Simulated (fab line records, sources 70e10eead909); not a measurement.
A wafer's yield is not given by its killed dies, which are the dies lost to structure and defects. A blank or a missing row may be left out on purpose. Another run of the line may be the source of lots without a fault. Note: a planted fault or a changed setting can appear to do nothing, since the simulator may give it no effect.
Chamber matching + flow nand-harc + 3 sister chambers for NHARC_A_STAIRCASE_DEP_259 on pecvd-03
The step deposits SiON, target thk 30 nm. 6 wafers are shown with their chamber, then 11 later ones without.

== WAFERS WITH THEIR CHAMBER ==
| wafer  | chamber | showerhead-vpp-V (V) | heater-power-w (W) |
|--------|---------|----------------------|--------------------|
| L089.1 | 2       | 1091                 | 978                |
| L089.4 | 0       | 1201                 | 709                |
| L091.2 | 2       | 1084                 | 774                |
| L091.3 | 1       | 1048                 | 572                |
| L091.5 | 1       | 1051                 | 566                |
| L092.3 | 0       | 1157                 | 792                |

== WAFERS WHOSE CHAMBER IS MISSING ==
| wafer  | showerhead-vpp-V (V) | heater-power-w (W) |
|--------|----------------------|--------------------|
| L092.5 | 1051                 | 590                |
| L092.6 | 1189                 | 815                |
| L093.2 | 1112                 | 955                |
| L093.4 | 1182                 | 767                |
| L093.5 | 1053                 | 634                |
| L095.1 | 1084                 | 847                |
| L095.3 | 1038                 | 648                |
| L095.5 | 1052                 | 639                |
| L097.1 | 1041                 | 562                |
| L097.5 | 1098                 | 893                |
| L097.6 | 1051                 | 580                |

== EACH ONE'S CHAMBER ==
| wafer  | from the rows above | in truth |
|--------|---------------------|----------|
| L092.5 | 1                   | 1        |
| L092.6 | 0                   | 0        |
| L093.2 | 2                   | 2        |
| L093.4 | 0                   | 0        |
| L093.5 | 1                   | 1        |
| L095.1 | 2                   | 2        |
| L095.3 | 1                   | 1        |
| L095.5 | 1                   | 1        |
| L097.1 | 1                   | 1        |
| L097.5 | 2                   | 2        |
| L097.6 | 1                   | 1        |
Correct placement for 11 of the 11. Left unplaced by these rows: 0. Number placed wrongly: 0.
How it was worked out, from the rows above alone: a wafer's distance from a chamber is the root of the sum, over the readings, of the square of ((its reading less the chamber's mean) divided by the reading's scatter). The wafer belongs to the nearest chamber; if the next one is less than 2 further off, it can't be placed. The mean given for a chamber averages the wafers shown for that chamber. The scatter: the root of (the sum of the squares of (reading less its chamber's mean) over the shown wafers, divided by (wafers less chambers)).
